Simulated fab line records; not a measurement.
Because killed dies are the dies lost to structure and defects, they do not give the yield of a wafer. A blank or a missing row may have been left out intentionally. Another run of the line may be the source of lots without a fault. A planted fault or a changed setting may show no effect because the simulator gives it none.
Matching of chambers :: flow n5Finfet :: 3 sister chambers for N5_BEOL_M3_PECVD_72 on pecvd-02
The step deposits SiO2 from TEOS/O2, target thk 16 nm, time 18 s. 6 wafers are shown with their chamber, then 7 later ones without.

WAFERS, EACH WITH ITS CHAMBER
wafer: L077.4
chamber: 2
throttleValvePct (%): 24.4
showerheadPlenumPTorr (Torr): 8.68

wafer: L078.6
chamber: 2
throttleValvePct (%): 24.3
showerheadPlenumPTorr (Torr): 8.70

wafer: L080.3
chamber: 0
throttleValvePct (%): 20.7
showerheadPlenumPTorr (Torr): 8.67

wafer: L080.4
chamber: 1
throttleValvePct (%): 22.9
showerheadPlenumPTorr (Torr): 8.82

wafer: L091.1
chamber: 0
throttleValvePct (%): 21.1
showerheadPlenumPTorr (Torr): 8.66

wafer: L091.4
chamber: 1
throttleValvePct (%): 23.0
showerheadPlenumPTorr (Torr): 8.83

WAFERS WITHOUT THEIR CHAMBER
wafer: L091.6
throttleValvePct (%): 20.8
showerheadPlenumPTorr (Torr): 8.66

wafer: L093.1
throttleValvePct (%): 22.3
showerheadPlenumPTorr (Torr): 8.66

wafer: L093.3
throttleValvePct (%): 22.7
showerheadPlenumPTorr (Torr): 8.82

wafer: L093.5
throttleValvePct (%): 22.1
showerheadPlenumPTorr (Torr): 8.68

wafer: L096.3
throttleValvePct (%): 22.4
showerheadPlenumPTorr (Torr): 8.66

wafer: L096.4
throttleValvePct (%): 23.0
showerheadPlenumPTorr (Torr): 8.82

wafer: L096.5
throttleValvePct (%): 22.5
showerheadPlenumPTorr (Torr): 8.65

WHICH CHAMBER EACH WENT THROUGH
wafer: L091.6
from the rows above: 0
in truth: 0

wafer: L093.1
from the rows above: 0
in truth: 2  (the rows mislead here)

wafer: L093.3
from the rows above: 1
in truth: 1

wafer: L093.5
from the rows above: 0
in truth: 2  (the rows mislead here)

wafer: L096.3
from the rows above: 0
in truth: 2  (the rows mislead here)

wafer: L096.4
from the rows above: 1
in truth: 1

wafer: L096.5
from the rows above: 0
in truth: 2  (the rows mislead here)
3 of 7 placed correctly. From these rows, 0 cannot be placed. Wrongly placed: 4.
How it was worked out, from the rows above alone: a wafer's distance from a chamber is the root of the sum, over the readings, of the square of ((its reading less the chamber's mean) divided by the reading's scatter). The wafer belongs to the nearest chamber; if the next one is less than 2 further off, it can't be placed. A chamber's mean is the mean of its shown wafers. The scatter is the square root of a quotient: the sum, over the shown wafers, of each reading's squared deviation from its chamber's mean, divided by wafers minus chambers.
